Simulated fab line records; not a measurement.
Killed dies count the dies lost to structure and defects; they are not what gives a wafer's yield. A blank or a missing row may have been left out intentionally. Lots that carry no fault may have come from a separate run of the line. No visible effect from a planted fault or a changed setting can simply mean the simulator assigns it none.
fab line records	flow nand_harc
record lots=13	wafers=39	last_day=32
route steps=1302 shown A_WL_FILL@957 THIN_TSV@1246 END@1302
lots that met no fault: taken from a fault-free run of the same line
start_h: hours from the record's first day to the start of the lot's first wafer shown	wait_h: hours from the lot's prior step to this one	" as in the row above	L1.1+2: several wafers, shown together as one row	- no value, or no start given	* or withheld: withheld	< > ~ a bound
route shown NAME@n: names a module that has steps shown in the file, with the first one's number in the route	usual: average and standard deviation across the fault-free wafers	same: alike in all rows	chamber/n: place in a boat	sites: per-site readings	_std_site: how widely they spread, as a standard deviation	_edge_site: mean of outer sites minus mean of inner sites	radius_mm: for every site, how far away it sits from the centre of the wafer	mask NAME#n: copy n	behind: the most recent tool/chamber to have shaped the wafer	hold: cause of the lot's hold/its duration in hours/its outcome	device: names the non-switching transistor (n, p or np)	end of line: the route-end tests of the same wafers	for a step that has no rows: nothing shown but its recipe	killed: dies that structure and defects cost at the first sort, which is not the same as the wafer's yield	map: a wafer's dies, marking killed ones x, the rest . and places with no die _
set.NAME: the setting that was run; set.NAME@STEP: the one run at that earlier step	model.NAME: the simulator's own value behind a step, which no gauge read
steps of the route over a sample of lots; a table a step, a row a wafer
services: the hour from which a tool's chamber was out of use, counted from the record's first day as start_h (under 0 if before that day), plus the number of hours and why
## steps
# step NHARC_A_WL_FILL_ETCHBACK_04
# recipe target_depth_a=600	time_s=120	chemistry=NF3
# usual drypump_motor_current_A=5.7/0.57	oes_product_au=1.000/0.011
lot.wafer	tool	chamber	start_h	wait_h	drypump_motor_current_A	oes_product_au	rf_hours_counter_h
L517.3	rie_metal-01	1	460.26	0.3	4.8	0.998	-
L517.5	"	0	"	"	6.2	0.980	-
L517.6	"	1	"	"	4.8	0.997	-
L518.2	rie_metal-01	1	481.98	0.3	4.8	0.996	1.2
L518.4	"	1	"	"	4.8	1.000	-
L518.5	"	0	"	"	6.2	0.981	-
L520.1	rie_metal-02	0	493.72	0.3	5.6	1.011	0.7
L520.4	"	1	"	"	5.5	0.987	-
L520.5	"	0	"	"	5.7	1.010	-
L523.2	rie_metal-03	0	510.55	0.3	6.4	1.002	2.5
L523.3	"	0	"	"	6.4	1.003	-
L523.4	"	1	"	"	6.3	1.004	-
L521.2	rie_metal-02	0	514.19	0.3	5.7	1.012	1.1
L521.4	"	0	"	"	5.7	1.006	-
L521.3	"	1	"	"	5.5	1.001	-
L526.4	rie_metal-02	0	569.17	0.2	5.6	1.001	-
L526.3	"	1	"	"	5.5	0.995	-
L526.6	"	0	"	"	5.6	1.002	-
L530.1	rie_metal-02	0	581.67	0.4	5.6	0.997	2.2
L530.5	"	1	"	"	5.5	1.002	-
L530.6	"	0	"	"	5.6	1.006	-
L528.1	rie_metal-03	0	583.26	0.3	6.5	1.015	0.6
L528.4	"	1	"	"	6.3	1.010	-
L528.5	"	1	"	"	6.3	1.014	-
L531.1	rie_metal-01	0	603.24	0.3	6.2	0.992	0.7
L531.6	"	1	"	"	4.8	1.022	-
L531.5	"	0	"	"	6.2	0.995	-
L534.2	rie_metal-01	0	641.31	0.3	6.2	0.990	1.2
L534.3	"	0	"	"	6.2	0.985	-
L534.5	"	1	"	"	4.8	1.016	-
L536.2	rie_metal-03	1	658.48	0.3	6.3	1.003	1.6
L536.4	"	1	"	"	6.3	1.006	-
L536.5	"	0	"	"	6.4	1.005	-
L537.2	rie_metal-02	1	663.18	0.4	5.5	0.986	0.3
L537.3	"	0	"	"	5.7	1.001	-
L537.5	"	1	"	"	5.5	0.994	-
L539.1	rie_metal-01	1	675.19	0.3	4.8	0.997	1.8
L539.3	"	0	"	"	6.2	0.992	-
L539.4	"	1	"	"	4.8	1.002	-
# step NHARC_THIN_TSV_THK_MEAS_02
# recipe thk_meas_gauge=ir
# usual thk_nm=2968/250
lot.wafer	tool	chamber	start_h	wait_h	thk_nm
L517.3	film_metro-02	-	543.57	-	2870
L517.5	"	-	"	"	3076
L517.6	"	-	"	"	2931
L518.2	film_metro-02	-	555.90	-	3006
L518.4	"	-	"	"	2812
L518.5	"	-	"	"	2836
L520.1	film_metro-01	-	577.94	-	3256
L520.4	"	-	"	"	2994
L520.5	"	-	"	"	2948
L523.2	film_metro-01	-	587.30	-	2733
L523.3	"	-	"	"	2487
L523.4	"	-	"	"	2733
L521.2	film_metro-02	-	592.92	-	3122
L521.3	"	-	"	"	3081
L521.4	"	-	"	"	3034
L526.3	film_metro-01	-	646.01	-	3039
L526.4	"	-	"	"	3406
L526.6	"	-	"	"	3464
L528.1	film_metro-01	-	668.16	-	2964
L528.4	"	-	"	"	2478
L528.5	"	-	"	"	2720
L530.1	film_metro-01	-	669.34	-	2585
L530.5	"	-	"	"	2794
L530.6	"	-	"	"	2998
L531.1	film_metro-01	-	692.89	-	3033
L531.5	"	-	"	"	2868
L531.6	"	-	"	"	2928
L534.2	film_metro-01	-	721.84	-	3161
L534.3	"	-	"	"	3314
L534.5	"	-	"	"	3226
L537.2	film_metro-02	-	745.50	-	2851
L537.3	"	-	"	"	3178
L537.5	"	-	"	"	2811
L536.2	film_metro-01	-	746.71	-	2817
L536.4	"	-	"	"	2741
L536.5	"	-	"	"	2893
L539.1	film_metro-02	-	754.70	-	2952
L539.3	"	-	"	"	2674
L539.4	"	-	"	"	2597
# step NHARC_THIN_TSV_DEP_47
# recipe target_thk_a=2000	temp_c=withheld	pressure_torr=6.5	rf_w=900	teos_flow_sccm=161.4	flow_sccm=2650	target_thk_nm=200	gas=O2	material=SiO2
# usual mfc_precursor_sccm=161.5/0.48	throttle_valve_pct=16.2/0.64
lot.wafer	tool	chamber	start_h	wait_h	mfc_precursor_sccm	throttle_valve_pct
L517.3	pecvd-04	2	546.51	-	160.8	16.2
L517.6	"	1	"	"	160.8	14.8
L517.5	"	2	"	"	160.1	16.0
L518.2	pecvd-01	0	559.09	-	161.3	16.1
L518.4	"	2	"	"	162.0	17.3
L518.5	"	0	"	"	160.8	16.3
L520.1	pecvd-01	0	580.79	-	161.5	16.3
L520.4	"	1	"	"	161.4	16.7
L520.5	"	2	"	"	161.8	17.4
L523.3	pecvd-01	0	590.19	-	161.7	16.1
L523.2	"	2	"	"	161.6	17.4
L523.4	"	1	"	"	161.6	16.8
L521.3	pecvd-04	2	595.73	-	161.5	16.4
L521.2	"	0	"	"	161.6	16.0
L521.4	"	0	"	"	161.3	15.9
L526.3	pecvd-03	0	649.03	-	160.9	16.1
L526.4	"	1	"	"	161.8	16.2
L526.6	"	0	"	"	161.5	16.0
L528.1	pecvd-03	2	671.13	-	162.1	15.5
L528.5	"	1	"	"	162.1	15.8
L528.4	"	2	"	"	161.2	15.5
L530.1	pecvd-01	0	672.31	-	160.7	16.4
L530.5	"	2	"	"	160.8	17.7
L530.6	"	1	"	"	161.9	16.9
L531.1	pecvd-01	2	695.92	-	161.1	17.4
L531.6	"	2	"	"	161.6	17.3
L531.5	"	1	"	"	161.3	16.2
L534.2	pecvd-01	1	724.76	-	161.2	16.4
L534.3	"	0	"	"	161.6	16.6
L534.5	"	0	"	"	161.7	16.5
L537.2	pecvd-04	1	748.40	-	162.4	14.9
L537.3	"	0	"	"	161.9	16.0
L537.5	"	2	"	"	161.9	16.1
L536.2	pecvd-01	2	749.74	-	161.6	17.3
L536.4	"	1	"	"	161.9	16.2
L536.5	"	1	"	"	161.7	16.8
L539.1	pecvd-04	0	757.60	-	162.3	15.7
L539.3	"	1	"	"	161.6	15.0
L539.4	"	1	"	"	160.8	15.0
# step NHARC_THIN_TSV_DESCUM_35
# recipe time_s=3	o2_flow_sccm=200	ar_flow_sccm=0	bias_power_w=0	chemistry=O2
# usual drypump_motor_current_A=5.5/0.4	oes_product_au=1.003/0.014	rf_vpp_V=57.7/0.87	showerhead_plenum_p_Torr=1.90/0.061	throttle_valve_pct=11.311/0.0091
lot.wafer	tool	chamber	start_h	wait_h	drypump_motor_current_A	oes_product_au	rf_hours_counter_h	rf_vpp_V	showerhead_plenum_p_Torr	throttle_valve_pct
L517.3	rie_diel-11	0	550.68	-	5.7	1.010	5.2	57.4	1.94	11.326
L517.5	"	0	"	"	5.7	1.011	-	59.0	1.94	11.319
L517.6	"	1	"	"	6.1	1.001	-	57.1	1.88	11.310
L518.2	rie_diel-09	3	563.12	-	5.5	1.026	1.6	56.6	1.87	11.301
L518.4	"	0	"	"	6.0	1.015	3.1	57.7	1.91	11.328
L518.5	"	3	"	"	5.5	1.016	-	57.5	1.87	11.323
L520.1	rie_diel-09	2	584.98	-	5.4	0.986	3.2	57.0	1.83	11.309
L520.4	"	3	"	"	5.5	1.016	2.1	57.6	1.87	11.302
L520.5	"	0	"	"	6.0	1.016	-	56.7	1.91	11.303
L523.2	rie_diel-02	1	594.40	-	6.0	0.983	0.9	56.4	1.79	11.316
L523.4	"	3	"	"	5.8	1.025	1.0	57.9	2.01	11.301
L523.3	"	0	"	"	5.1	0.982	1.0	57.5	1.85	11.300
L521.3	rie_diel-02	3	599.81	-	5.8	1.022	1.7	57.6	2.01	11.300
L521.4	"	0	"	"	5.1	0.975	1.8	57.1	1.85	11.299
L521.2	"	1	"	"	6.0	0.990	1.4	57.2	1.79	11.316
L526.4	rie_diel-11	0	653.31	-	5.7	1.019	1.0	58.1	1.93	11.299
L526.3	"	1	"	"	6.1	1.026	0.9	58.2	1.88	11.311
L526.6	"	0	"	"	5.7	1.018	-	57.9	1.93	11.308
L528.1	rie_diel-11	3	675.29	-	5.3	0.999	2.1	57.4	1.86	11.325
L528.4	"	0	"	"	5.8	1.013	2.3	58.5	1.93	11.309
L528.5	"	3	"	"	5.3	0.996	-	58.3	1.86	11.316
L530.1	rie_diel-02	2	676.54	-	5.5	1.029	5.5	58.3	1.99	11.306
L530.6	"	3	"	"	5.8	1.028	-	56.6	2.01	11.309
L530.5	"	0	"	"	5.1	0.979	-	57.8	1.85	11.309
L531.1	rie_diel-02	2	700.18	-	5.5	1.011	7.0	59.6	1.99	11.310
L531.5	"	0	"	"	5.1	0.975	-	56.3	1.85	11.327
L531.6	"	1	"	"	6.1	0.990	-	56.9	1.79	11.319
L534.3	rie_diel-11	3	729.07	-	5.3	0.989	5.5	56.9	1.85	11.316
L534.2	"	0	"	"	5.7	1.017	5.8	57.9	1.93	11.327
L534.5	"	1	"	"	6.1	1.002	-	57.2	1.87	11.317
L537.3	rie_diel-09	1	752.79	-	4.7	0.987	2.3	58.0	1.95	11.317
L537.2	"	0	"	"	6.0	0.985	2.1	58.0	1.91	11.296
L537.5	"	2	"	"	5.4	0.992	-	58.9	1.83	11.315
L536.4	rie_diel-11	1	754.10	-	6.1	1.024	6.8	56.1	1.87	11.312
L536.2	"	3	"	"	5.3	1.001	6.4	58.6	1.85	11.322
L536.5	"	1	"	"	6.1	1.024	-	58.4	1.87	11.327
L539.1	rie_diel-02	3	762.01	-	5.8	0.996	0.2	57.9	2.00	11.319
L539.4	"	0	"	"	5.1	0.990	0.2	58.0	1.85	11.314
L539.3	"	1	"	"	6.1	1.012	0.4	57.2	1.79	11.303
# step NHARC_END_SORT_01
# recipe temp_c=25
# usual killed_at_array=56/17	killed_at_other=1.2/1.4	killed_at_periphery=4/3.2	killed_dies=61/16	killed_open=3.6/2.1	killed_short=2.7/1.8
# same gross_dies=677
lot.wafer	tool	chamber	start_h	wait_h	killed_at_array	killed_at_other	killed_at_periphery	killed_dies	killed_open	killed_short
L526.3	prober-01	0	663.86	3.1	91	1	3	95	2	4
L526.4	prober-01	0	664.67	3.4	116	0	7	123	3	1
L526.6	prober-01	0	666.29	4.1	100	1	2	103	1	1
L530.1	prober-02	0	684.12	2.5	108	2	2	112	3	2
L530.5	prober-02	0	687.25	3.6	108	1	5	114	3	6
L530.6	prober-02	0	688.04	3.9	101	2	7	110	3	3
# killed by level:class
L526.3 A_WL_FILL:unspecified=55 A_CHANNEL_HOLE_D2:chamber_film_flake=14 A_CHANNEL_HOLE_D1:chamber_film_flake=7 A_CONTACT:chamber_film_flake=4 A_STAIRCASE:chamber_film_flake=2 A_SLIT:chamber_film_flake=2 P_M0:geometric_particle:open=1 A_ONON_D1:geometric_particle:short=1
L526.4 A_WL_FILL:unspecified=68 A_CHANNEL_HOLE_D2:chamber_film_flake=23 A_CHANNEL_HOLE_D1:chamber_film_flake=7 A_STAIRCASE:chamber_film_flake=6 A_M0:chamber_film_flake=4 A_CHANNEL_HOLE_D1:geometric_particle:open=3 P_BONDPAD:chamber_film_flake=3 A_CONTACT:chamber_film_flake=3
L526.6 A_WL_FILL:unspecified=65 A_CHANNEL_HOLE_D2:chamber_film_flake=18 A_CHANNEL_HOLE_D1:chamber_film_flake=9 A_CONTACT:chamber_film_flake=3 A_STAIRCASE:chamber_film_flake=2 A_ONON_D2:geometric_particle:open=1 A_CONTACT:geometric_particle:short=1 P_M1:chamber_film_flake=1
L530.1 A_WL_FILL:unspecified=67 A_CHANNEL_HOLE_D2:chamber_film_flake=16 A_STAIRCASE:chamber_film_flake=8 A_CHANNEL_HOLE_D1:chamber_film_flake=5 A_CONTACT:chamber_film_flake=4 A_SLIT:chamber_film_flake=3 THIN_TSV:chamber_film_flake=2 P_CONTACT:geometric_particle:open=1
L530.5 A_WL_FILL:unspecified=54 A_CHANNEL_HOLE_D2:chamber_film_flake=17 A_CHANNEL_HOLE_D1:chamber_film_flake=12 A_STAIRCASE:chamber_film_flake=6 A_CONTACT:chamber_film_flake=6 A_SLIT:chamber_film_flake=4 P_GATE:chamber_film_flake=2 P_M0:geometric_particle:short=1
L530.6 A_WL_FILL:unspecified=66 A_CHANNEL_HOLE_D2:chamber_film_flake=14 A_STAIRCASE:chamber_film_flake=8 A_CHANNEL_HOLE_D1:chamber_film_flake=7 P_STI:chamber_film_flake=2 P_GATE:chamber_film_flake=2 A_CHANNEL_FILL_D1:chamber_film_flake=2 P_CONTACT:geometric_particle:open=1
## services
tool	chamber	start_h	hours	kind
rie_diel-11	2	443.41	9.8	repair
pecvd-04	-	450.53	13.0	pm
rie_metal-02	-	454.06	9.0	pm
rie_diel-11	0	468.71	3.9	repair
pecvd-01	-	492.27	13.0	pm
pecvd-04	-	515.48	1.3	repair
rie_metal-02	-	556.48	0.1	repair
rie_diel-02	-	570.71	9.0	pm
rie_metal-01	-	575.00	9.0	pm
rie_diel-11	-	609.57	9.0	pm
pecvd-01	2	620.33	6.5	repair
pecvd-01	1	622.92	13.7	repair
rie_metal-02	-	631.06	9.0	pm
rie_diel-02	1	637.50	6.2	repair
pecvd-01	2	638.57	6.4	repair
rie_metal-02	1	666.58	8.1	repair
pecvd-01	-	673.27	13.0	pm
rie_diel-11	2	689.41	4.6	repair
rie_metal-01	0	710.47	1.3	repair
rie_diel-02	1	723.25	2.1	repair
rie_diel-11	2	736.37	8.2	repair
pecvd-01	0	741.50	16.6	repair
rie_diel-02	-	747.71	9.0	pm
rie_metal-01	-	752.00	9.0	pm
## key
first_sign step=NHARC_END_SORT_01	reading=killed_dies	direction=up	sigmas=2.9	usual=61	struck=110
effect step=NHARC_END_SORT_01	reading=killed_at_array	direction=up	sigmas=2.9	usual=56	struck=104
more_kills_born_at NHARC_A_WL_FILL_ETCHBACK_04@rie_metal-02=375
met_at NHARC_A_WL_FILL_ETCHBACK_04
struck_lots L526,L530
tester_left_out L526,L530
not_acting_at NHARC_THIN_TSV_THK_MEAS_02,NHARC_THIN_TSV_DEP_47,NHARC_THIN_TSV_DESCUM_35
onset_between 514.19 569.17
fault kind=chamber_particle_source	tool=rie_metal-02	chamber=-	onset_h=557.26	steps=NHARC_A_WL_FILL_ETCHBACK_04	rate_per_visit_cm2=0.51244	end_h=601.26
# tester_left_out: of these lots the tester's yield and bins aren't shown, on N5 and GAA mostly nor the transistor test; their killed dies are dies lost to structure and defects alone, not to doping, threshold or leakage, so they don't give the yield
